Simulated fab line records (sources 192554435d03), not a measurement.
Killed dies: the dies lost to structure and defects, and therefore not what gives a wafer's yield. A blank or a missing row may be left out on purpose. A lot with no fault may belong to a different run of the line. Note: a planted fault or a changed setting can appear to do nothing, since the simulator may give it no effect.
Which tool is to blame? / flow n5Finfet / 24 lots, 72 wafers sampled, at 6 steps of a route of 1938

== WHAT EACH GAUGE READ, for each wafer ==
N5_BEOL_M2_THK_MEAS_53: measures by xrf.
lot=L074; measured=day 6 23:41; on=filmMetro-01; M2_THK (nm)=38.6 36.7 36.8
lot=L075; measured=day 7 08:27; on=filmMetro-01; M2_THK (nm)=40.5 37.7 39.2
lot=L076; measured=day 7 17:16; on=filmMetro-01; M2_THK (nm)=38.7 38.5 38.2
lot=L077; measured=day 8 01:39; on=filmMetro-01; M2_THK (nm)=40.8 39.8 39.3
lot=L078; measured=day 8 05:16; on=filmMetro-02; M2_THK (nm)=40.1 41.0 40.6
lot=L079; measured=day 8 20:57; on=filmMetro-02; M2_THK (nm)=39.2 40.9 40.7
lot=L080; measured=day 9 00:14; on=filmMetro-02; M2_THK (nm)=38.3 38.5 41.2
lot=L081; measured=day 9 00:35; on=filmMetro-01; M2_THK (nm)=40.6 40.3 40.5
lot=L082; measured=day 9 02:07; on=filmMetro-01; M2_THK (nm)=41.4 40.8 37.5
lot=L083; measured=day 9 05:10; on=filmMetro-01; M2_THK (nm)=40.1 38.8 41.1
lot=L084; measured=day 9 11:32; on=filmMetro-02; M2_THK (nm)=38.5 39.1 39.7
lot=L085; measured=day 9 15:18; on=filmMetro-02; M2_THK (nm)=39.8 40.5 38.7
lot=L086; measured=day 10 05:50; on=filmMetro-01; M2_THK (nm)=42.0 40.1 39.8
lot=L087; measured=day 10 08:46; on=filmMetro-02; M2_THK (nm)=40.4 42.3 39.2
lot=L088; measured=day 10 22:24; on=filmMetro-02; M2_THK (nm)=38.4 38.7 40.3
lot=L089; measured=day 11 01:52; on=filmMetro-02; M2_THK (nm)=39.8 39.7 41.0
lot=L090; measured=day 11 04:23; on=filmMetro-02; M2_THK (nm)=38.9 37.6 41.4
lot=L093; measured=day 11 11:09; on=filmMetro-01; M2_THK (nm)=40.3 40.3 40.2
lot=L091; measured=day 11 21:58; on=filmMetro-01; M2_THK (nm)=38.7 40.7 39.2
lot=L094; measured=day 12 01:58; on=filmMetro-01; M2_THK (nm)=39.9 38.9 41.1
lot=L095; measured=day 12 08:18; on=filmMetro-02; M2_THK (nm)=40.5 37.0 39.2
lot=L092; measured=day 12 08:05; on=filmMetro-01; M2_THK (nm)=40.0 38.7 39.1
lot=L096; measured=day 12 10:21; on=filmMetro-01; M2_THK (nm)=38.2 36.4 39.0
lot=L097; measured=day 12 13:36; on=filmMetro-01; M2_THK (nm)=37.8 38.5 36.0

N5_BEOL_M2_RS_MEAS_58: uses a four-point probe to measure.
lot=L074; measured=day 6 23:56; on=filmMetro-01; M2_RS (ohm/sq)=0.680 0.725 0.727
lot=L075; measured=day 7 08:44; on=filmMetro-01; M2_RS (ohm/sq)=0.646 0.715 0.675
lot=L076; measured=day 7 17:32; on=filmMetro-01; M2_RS (ohm/sq)=0.700 0.703 0.706
lot=L077; measured=day 8 01:55; on=filmMetro-01; M2_RS (ohm/sq)=0.640 0.662 0.673
lot=L078; measured=day 8 05:31; on=filmMetro-02; M2_RS (ohm/sq)=0.677 0.657 0.666
lot=L079; measured=day 8 21:13; on=filmMetro-01; M2_RS (ohm/sq)=0.689 0.653 0.662
lot=L080; measured=day 9 00:29; on=filmMetro-01; M2_RS (ohm/sq)=0.706 0.699 0.641
lot=L081; measured=day 9 00:51; on=filmMetro-02; M2_RS (ohm/sq)=0.647 0.656 0.648
lot=L082; measured=day 9 02:22; on=filmMetro-01; M2_RS (ohm/sq)=0.629 0.635 0.708
lot=L083; measured=day 9 05:25; on=filmMetro-01; M2_RS (ohm/sq)=0.646 0.676 0.628
lot=L084; measured=day 9 11:47; on=filmMetro-02; M2_RS (ohm/sq)=0.694 0.682 0.669
lot=L085; measured=day 9 15:34; on=filmMetro-01; M2_RS (ohm/sq)=0.662 0.647 0.687
lot=L086; measured=day 10 06:07; on=filmMetro-02; M2_RS (ohm/sq)=0.615 0.654 0.660
lot=L087; measured=day 10 09:01; on=filmMetro-02; M2_RS (ohm/sq)=0.657 0.621 0.686
lot=L088; measured=day 10 22:45; on=filmMetro-01; M2_RS (ohm/sq)=0.692 0.685 0.649
lot=L089; measured=day 11 02:20; on=filmMetro-02; M2_RS (ohm/sq)=0.670 0.671 0.646
lot=L090; measured=day 11 04:39; on=filmMetro-01; M2_RS (ohm/sq)=0.688 0.721 0.632
lot=L093; measured=day 11 11:25; on=filmMetro-01; M2_RS (ohm/sq)=0.647 0.644 0.653
lot=L091; measured=day 11 22:14; on=filmMetro-01; M2_RS (ohm/sq)=0.683 0.637 0.671
lot=L094; measured=day 12 02:14; on=filmMetro-02; M2_RS (ohm/sq)=0.660 0.683 0.632
lot=L095; measured=day 12 08:34; on=filmMetro-01; M2_RS (ohm/sq)=0.668 0.745 0.695
lot=L092; measured=day 12 08:22; on=filmMetro-01; M2_RS (ohm/sq)=0.660 0.684 0.676
lot=L096; measured=day 12 10:37; on=filmMetro-02; M2_RS (ohm/sq)=0.697 0.742 0.677
lot=L097; measured=day 12 13:52; on=filmMetro-02; M2_RS (ohm/sq)=0.709 0.696 0.759

== WHAT TOOL EACH LOT RAN ON (gives the tool, then ch and the chambers of the sampled wafers, and finally the start) ==
lot=L074; N5_BEOL_M2_SPUTTER_92=pvdSputter-03, day 6 22:27; N5_BEOL_M2_ANNEAL_95=pvdSputter-03, day 6 22:45; N5_BEOL_M2_ANNEAL_51=rtpAnneal-02 ch 0, day 6 23:11; N5_BEOL_M2_DEP_57=pecvd-02 ch 0,1,2, day 6 23:52
lot=L075; N5_BEOL_M2_SPUTTER_92=pvdSputter-03, day 7 07:13; N5_BEOL_M2_ANNEAL_95=pvdSputter-03, day 7 07:31; N5_BEOL_M2_ANNEAL_51=rtpAnneal-02 ch 0, day 7 07:52; N5_BEOL_M2_DEP_57=pecvd-04 ch 0,1, day 7 08:39
lot=L076; N5_BEOL_M2_SPUTTER_92=pvdSputter-01, day 7 16:02; N5_BEOL_M2_ANNEAL_95=pvdSputter-01, day 7 16:20; N5_BEOL_M2_ANNEAL_51=rtpAnneal-02 ch 0, day 7 16:46; N5_BEOL_M2_DEP_57=pecvd-04 ch 0,1, day 7 17:28
lot=L077; N5_BEOL_M2_SPUTTER_92=pvdSputter-01, day 8 00:25; N5_BEOL_M2_ANNEAL_95=pvdSputter-01, day 8 00:43; N5_BEOL_M2_ANNEAL_51=rtpAnneal-02 ch 0, day 8 01:02; N5_BEOL_M2_DEP_57=pecvd-04 ch 0,1,2, day 8 01:50
lot=L078; N5_BEOL_M2_SPUTTER_92=pvdSputter-03, day 8 04:02; N5_BEOL_M2_ANNEAL_95=pvdSputter-03, day 8 04:20; N5_BEOL_M2_ANNEAL_51=rtpAnneal-01 ch 0, day 8 04:46; N5_BEOL_M2_DEP_57=pecvd-01 ch 0,1, day 8 05:27
lot=L079; N5_BEOL_M2_SPUTTER_92=pvdSputter-03, day 8 19:43; N5_BEOL_M2_ANNEAL_95=pvdSputter-03, day 8 20:01; N5_BEOL_M2_ANNEAL_51=rtpAnneal-01 ch 0, day 8 20:24; N5_BEOL_M2_DEP_57=pecvd-02 ch 0,2, day 8 21:09
lot=L080; N5_BEOL_M2_SPUTTER_92=pvdSputter-02, day 8 23:00; N5_BEOL_M2_ANNEAL_95=pvdSputter-02, day 8 23:18; N5_BEOL_M2_ANNEAL_51=rtpAnneal-02 ch 0, day 8 23:38; N5_BEOL_M2_DEP_57=pecvd-04 ch 0,1,2, day 9 00:26
lot=L081; N5_BEOL_M2_SPUTTER_92=pvdSputter-03, day 8 23:22; N5_BEOL_M2_ANNEAL_95=pvdSputter-03, day 8 23:40; N5_BEOL_M2_ANNEAL_51=rtpAnneal-01 ch 0, day 9 00:00; N5_BEOL_M2_DEP_57=pecvd-04 ch 0,2, day 9 00:47
lot=L082; N5_BEOL_M2_SPUTTER_92=pvdSputter-02, day 9 00:50; N5_BEOL_M2_ANNEAL_95=pvdSputter-02, day 9 01:08; N5_BEOL_M2_ANNEAL_51=rtpAnneal-01 ch 0, day 9 01:39; N5_BEOL_M2_DEP_57=pecvd-01 ch 0,1,2, day 9 02:19
lot=L083; N5_BEOL_M2_SPUTTER_92=pvdSputter-03, day 9 03:56; N5_BEOL_M2_ANNEAL_95=pvdSputter-03, day 9 04:14; N5_BEOL_M2_ANNEAL_51=rtpAnneal-02 ch 0, day 9 04:39; N5_BEOL_M2_DEP_57=pecvd-02 ch 0,2, day 9 05:21
lot=L084; N5_BEOL_M2_SPUTTER_92=pvdSputter-03, day 9 10:17; N5_BEOL_M2_ANNEAL_95=pvdSputter-03, day 9 10:35; N5_BEOL_M2_ANNEAL_51=rtpAnneal-01 ch 0, day 9 10:56; N5_BEOL_M2_DEP_57=pecvd-01 ch 0,2, day 9 11:44
lot=L085; N5_BEOL_M2_SPUTTER_92=pvdSputter-03, day 9 14:04; N5_BEOL_M2_ANNEAL_95=pvdSputter-03, day 9 14:22; N5_BEOL_M2_ANNEAL_51=rtpAnneal-01 ch 0, day 9 14:45; N5_BEOL_M2_DEP_57=pecvd-02 ch 0,1, day 9 15:29
lot=L086; N5_BEOL_M2_SPUTTER_92=pvdSputter-02, day 10 04:37; N5_BEOL_M2_ANNEAL_95=pvdSputter-02, day 10 04:55; N5_BEOL_M2_ANNEAL_51=rtpAnneal-01 ch 0, day 10 05:14; N5_BEOL_M2_DEP_57=pecvd-04 ch 0,1,2, day 10 06:03
lot=L087; N5_BEOL_M2_SPUTTER_92=pvdSputter-02, day 10 07:29; N5_BEOL_M2_ANNEAL_95=pvdSputter-02, day 10 07:47; N5_BEOL_M2_ANNEAL_51=rtpAnneal-01 ch 0, day 10 08:10; N5_BEOL_M2_DEP_57=pecvd-01 ch 0,1, day 10 08:58
lot=L088; N5_BEOL_M2_SPUTTER_92=pvdSputter-02, day 10 20:38; N5_BEOL_M2_ANNEAL_95=pvdSputter-02, day 10 20:56; N5_BEOL_M2_ANNEAL_51=rtpAnneal-01 ch 0, day 10 21:32; N5_BEOL_M2_DEP_57=pecvd-04 ch 0,1, day 10 22:40
lot=L089; N5_BEOL_M2_SPUTTER_92=pvdSputter-03, day 11 00:20; N5_BEOL_M2_ANNEAL_95=pvdSputter-03, day 11 00:38; N5_BEOL_M2_ANNEAL_51=rtpAnneal-01 ch 0, day 11 01:08; N5_BEOL_M2_DEP_57=pecvd-04 ch 0,1, day 11 02:16
lot=L090; N5_BEOL_M2_SPUTTER_92=pvdSputter-02, day 11 03:10; N5_BEOL_M2_ANNEAL_95=pvdSputter-02, day 11 03:28; N5_BEOL_M2_ANNEAL_51=rtpAnneal-02 ch 0, day 11 03:50; N5_BEOL_M2_DEP_57=pecvd-02 ch 0,2, day 11 04:35
lot=L093; N5_BEOL_M2_SPUTTER_92=pvdSputter-01, day 11 09:49; N5_BEOL_M2_ANNEAL_95=pvdSputter-01, day 11 10:07; N5_BEOL_M2_ANNEAL_51=rtpAnneal-02 ch 0, day 11 10:35; N5_BEOL_M2_DEP_57=pecvd-02 ch 1,2, day 11 11:21
lot=L091; N5_BEOL_M2_SPUTTER_92=pvdSputter-02, day 11 20:44; N5_BEOL_M2_ANNEAL_95=pvdSputter-02, day 11 21:02; N5_BEOL_M2_ANNEAL_51=rtpAnneal-02 ch 0, day 11 21:25; N5_BEOL_M2_DEP_57=pecvd-01 ch 0,1, day 11 22:10
lot=L094; N5_BEOL_M2_SPUTTER_92=pvdSputter-02, day 12 00:28; N5_BEOL_M2_ANNEAL_95=pvdSputter-02, day 12 00:46; N5_BEOL_M2_ANNEAL_51=rtpAnneal-02 ch 0, day 12 01:28; N5_BEOL_M2_DEP_57=pecvd-02 ch 0,1, day 12 02:10
lot=L095; N5_BEOL_M2_SPUTTER_92=pvdSputter-02, day 12 06:16; N5_BEOL_M2_ANNEAL_95=pvdSputter-02, day 12 06:34; N5_BEOL_M2_ANNEAL_51=rtpAnneal-01 ch 0, day 12 07:05; N5_BEOL_M2_DEP_57=pecvd-01 ch 1,2, day 12 08:29
lot=L092; N5_BEOL_M2_SPUTTER_92=pvdSputter-01, day 12 06:52; N5_BEOL_M2_ANNEAL_95=pvdSputter-01, day 12 07:10; N5_BEOL_M2_ANNEAL_51=rtpAnneal-02 ch 0, day 12 07:29; N5_BEOL_M2_DEP_57=pecvd-02 ch 0,1, day 12 08:17
lot=L096; N5_BEOL_M2_SPUTTER_92=pvdSputter-02, day 12 09:07; N5_BEOL_M2_ANNEAL_95=pvdSputter-02, day 12 09:25; N5_BEOL_M2_ANNEAL_51=rtpAnneal-02 ch 0, day 12 09:48; N5_BEOL_M2_DEP_57=pecvd-01 ch 0,2, day 12 10:32
lot=L097; N5_BEOL_M2_SPUTTER_92=pvdSputter-03, day 12 12:07; N5_BEOL_M2_ANNEAL_95=pvdSputter-03, day 12 12:25; N5_BEOL_M2_ANNEAL_51=rtpAnneal-01 ch 0, day 12 12:50; N5_BEOL_M2_DEP_57=pecvd-04 ch 0,1, day 12 13:48
- N5_BEOL_M2_SPUTTER_92: material Cu, target thk 4.5 nm, time 8.29 s.
- N5_BEOL_M2_ANNEAL_95: time 240 s.
- N5_BEOL_M2_ANNEAL_51: time 90 s.
- N5_BEOL_M2_DEP_57: deposits SiCN from 3MS/NH3, target thk 8 nm, time 14 s.

== WHAT THE TOOLS THEMSELVES READ (means of the sampled wafers that have a number; where no wafer has one, the mark that the record gives instead) ==
N5_BEOL_M2_SPUTTER_92.
lot=L074; tool=pvdSputter-03; throttleValvePct (%)=29.0
lot=L075; tool=pvdSputter-03; throttleValvePct (%)=29.6
lot=L076; tool=pvdSputter-01; throttleValvePct (%)=30.1
lot=L077; tool=pvdSputter-01; throttleValvePct (%)=30.5
lot=L078; tool=pvdSputter-03; throttleValvePct (%)=28.9
lot=L079; tool=pvdSputter-03; throttleValvePct (%)=29.1
lot=L080; tool=pvdSputter-02; throttleValvePct (%)=30.8
lot=L081; tool=pvdSputter-03; throttleValvePct (%)=30.0
lot=L082; tool=pvdSputter-02; throttleValvePct (%)=30.5
lot=L083; tool=pvdSputter-03; throttleValvePct (%)=28.9
lot=L084; tool=pvdSputter-03; throttleValvePct (%)=29.3
lot=L085; tool=pvdSputter-03; throttleValvePct (%)=29.8
lot=L086; tool=pvdSputter-02; throttleValvePct (%)=30.3
lot=L087; tool=pvdSputter-02; throttleValvePct (%)=31.3
lot=L088; tool=pvdSputter-02; throttleValvePct (%)=30.9
lot=L089; tool=pvdSputter-03; throttleValvePct (%)=29.7
lot=L090; tool=pvdSputter-02; throttleValvePct (%)=30.8
lot=L093; tool=pvdSputter-01; throttleValvePct (%)=30.1
lot=L091; tool=pvdSputter-02; throttleValvePct (%)=30.6
lot=L094; tool=pvdSputter-02; throttleValvePct (%)=30.0
lot=L095; tool=pvdSputter-02; throttleValvePct (%)=30.9
lot=L092; tool=pvdSputter-01; throttleValvePct (%)=30.5
lot=L096; tool=pvdSputter-02; throttleValvePct (%)=31.5
lot=L097; tool=pvdSputter-03; throttleValvePct (%)=29.6

N5_BEOL_M2_ANNEAL_95.
lot=L074; tool=pvdSputter-03; heaterPowerW (W)=782
lot=L075; tool=pvdSputter-03; heaterPowerW (W)=955
lot=L076; tool=pvdSputter-01; heaterPowerW (W)=804
lot=L077; tool=pvdSputter-01; heaterPowerW (W)=849
lot=L078; tool=pvdSputter-03; heaterPowerW (W)=781
lot=L079; tool=pvdSputter-03; heaterPowerW (W)=840
lot=L080; tool=pvdSputter-02; heaterPowerW (W)=776
lot=L081; tool=pvdSputter-03; heaterPowerW (W)=838
lot=L082; tool=pvdSputter-02; heaterPowerW (W)=773
lot=L083; tool=pvdSputter-03; heaterPowerW (W)=885
lot=L084; tool=pvdSputter-03; heaterPowerW (W)=853
lot=L085; tool=pvdSputter-03; heaterPowerW (W)=878
lot=L086; tool=pvdSputter-02; heaterPowerW (W)=763
lot=L087; tool=pvdSputter-02; heaterPowerW (W)=820
lot=L088; tool=pvdSputter-02; heaterPowerW (W)=817
lot=L089; tool=pvdSputter-03; heaterPowerW (W)=919
lot=L090; tool=pvdSputter-02; heaterPowerW (W)=791
lot=L093; tool=pvdSputter-01; heaterPowerW (W)=757
lot=L091; tool=pvdSputter-02; heaterPowerW (W)=811
lot=L094; tool=pvdSputter-02; heaterPowerW (W)=810
lot=L095; tool=pvdSputter-02; heaterPowerW (W)=784
lot=L092; tool=pvdSputter-01; heaterPowerW (W)=850
lot=L096; tool=pvdSputter-02; heaterPowerW (W)=810
lot=L097; tool=pvdSputter-03; heaterPowerW (W)=886

N5_BEOL_M2_ANNEAL_51.
lot=L074 tool=rtpAnneal-02 wafer_temp_C_max=225.89
lot=L075 tool=rtpAnneal-02 wafer_temp_C_max=225.67
lot=L076 tool=rtpAnneal-02 wafer_temp_C_max=225.78
lot=L077 tool=rtpAnneal-02 wafer_temp_C_max=225.94
lot=L078 tool=rtpAnneal-01 wafer_temp_C_max=226.10
lot=L079 tool=rtpAnneal-01 wafer_temp_C_max=225.96
lot=L080 tool=rtpAnneal-02 wafer_temp_C_max=225.83
lot=L081 tool=rtpAnneal-01 wafer_temp_C_max=225.68
lot=L082 tool=rtpAnneal-01 wafer_temp_C_max=225.74
lot=L083 tool=rtpAnneal-02 wafer_temp_C_max=225.66
lot=L084 tool=rtpAnneal-01 wafer_temp_C_max=225.60
lot=L085 tool=rtpAnneal-01 wafer_temp_C_max=225.87
lot=L086 tool=rtpAnneal-01 wafer_temp_C_max=226.02
lot=L087 tool=rtpAnneal-01 wafer_temp_C_max=226.09
lot=L088 tool=rtpAnneal-01 wafer_temp_C_max=225.87
lot=L089 tool=rtpAnneal-01 wafer_temp_C_max=225.88
lot=L090 tool=rtpAnneal-02 wafer_temp_C_max=225.85
lot=L093 tool=rtpAnneal-02 wafer_temp_C_max=225.71
lot=L091 tool=rtpAnneal-02 wafer_temp_C_max=225.55
lot=L094 tool=rtpAnneal-02 wafer_temp_C_max=225.57
lot=L095 tool=rtpAnneal-01 wafer_temp_C_max=226.21
lot=L092 tool=rtpAnneal-02 wafer_temp_C_max=225.48
lot=L096 tool=rtpAnneal-02 wafer_temp_C_max=225.76
lot=L097 tool=rtpAnneal-01 wafer_temp_C_max=225.89

N5_BEOL_M2_DEP_57.
lot=L074; tool=pecvd-02; showerheadPlenumPTorr (Torr)=3.658; throttleValvePct (%)=8.8
lot=L075; tool=pecvd-04; showerheadPlenumPTorr (Torr)=3.672; throttleValvePct (%)=9.0
lot=L076; tool=pecvd-04; showerheadPlenumPTorr (Torr)=3.682; throttleValvePct (%)=8.8
lot=L077; tool=pecvd-04; showerheadPlenumPTorr (Torr)=3.682; throttleValvePct (%)=8.6
lot=L078; tool=pecvd-01; showerheadPlenumPTorr (Torr)=3.668; throttleValvePct (%)=9.4
lot=L079; tool=pecvd-02; showerheadPlenumPTorr (Torr)=3.672; throttleValvePct (%)=8.6
lot=L080; tool=pecvd-04; showerheadPlenumPTorr (Torr)=3.677; throttleValvePct (%)=8.8
lot=L081; tool=pecvd-04; showerheadPlenumPTorr (Torr)=3.672; throttleValvePct (%)=8.5
lot=L082; tool=pecvd-01; showerheadPlenumPTorr (Torr)=3.661; throttleValvePct (%)=9.0
lot=L083; tool=pecvd-02; showerheadPlenumPTorr (Torr)=3.665; throttleValvePct (%)=9.1
lot=L084; tool=pecvd-01; showerheadPlenumPTorr (Torr)=3.662; throttleValvePct (%)=8.6
lot=L085; tool=pecvd-02; showerheadPlenumPTorr (Torr)=3.648; throttleValvePct (%)=9.2
lot=L086; tool=pecvd-04; showerheadPlenumPTorr (Torr)=3.679; throttleValvePct (%)=8.5
lot=L087; tool=pecvd-01; showerheadPlenumPTorr (Torr)=3.670; throttleValvePct (%)=9.4
lot=L088; tool=pecvd-04; showerheadPlenumPTorr (Torr)=3.678; throttleValvePct (%)=8.8
lot=L089; tool=pecvd-04; showerheadPlenumPTorr (Torr)=3.682; throttleValvePct (%)=9.0
lot=L090; tool=pecvd-02; showerheadPlenumPTorr (Torr)=3.677; throttleValvePct (%)=8.5
lot=L093; tool=pecvd-02; showerheadPlenumPTorr (Torr)=3.653; throttleValvePct (%)=8.8
lot=L091; tool=pecvd-01; showerheadPlenumPTorr (Torr)=3.670; throttleValvePct (%)=9.2
lot=L094; tool=pecvd-02; showerheadPlenumPTorr (Torr)=3.654; throttleValvePct (%)=9.3
lot=L095; tool=pecvd-01; showerheadPlenumPTorr (Torr)=3.662; throttleValvePct (%)=9.1
lot=L092; tool=pecvd-02; showerheadPlenumPTorr (Torr)=3.648; throttleValvePct (%)=9.1
lot=L096; tool=pecvd-01; showerheadPlenumPTorr (Torr)=3.672; throttleValvePct (%)=8.6
lot=L097; tool=pecvd-04; showerheadPlenumPTorr (Torr)=3.685; throttleValvePct (%)=8.9

== THE ANSWER, worked out from the rows above alone ==
Rule: the usual values come from the lots themselves. Put in order of their means at a reading, lots are off if they are a third of the lots or fewer, leave a main group of 4 or more, and stand apart from it by a gap of 3 or more times the standard deviation of the main group's means; of several such gaps the widest counts. A main group is skipped when, at the precision printed for the reading in the tables above, its means are all equal. A lot without any number at a reading at which 4 lots or more have one is off too. All remaining lots with rows at the step are treated as sound. Order of review: gauges by route order, followed by the tools' own readings, for which a lot's mean as printed above is used. The first step at which some lot is off is used, and at that step the reading that is off furthest; a lot without a number counts as furthest.
None of the lots is off at any reading shown; this tells nothing.

== WHAT WAS PUT IN BY THE SIMULATOR ==
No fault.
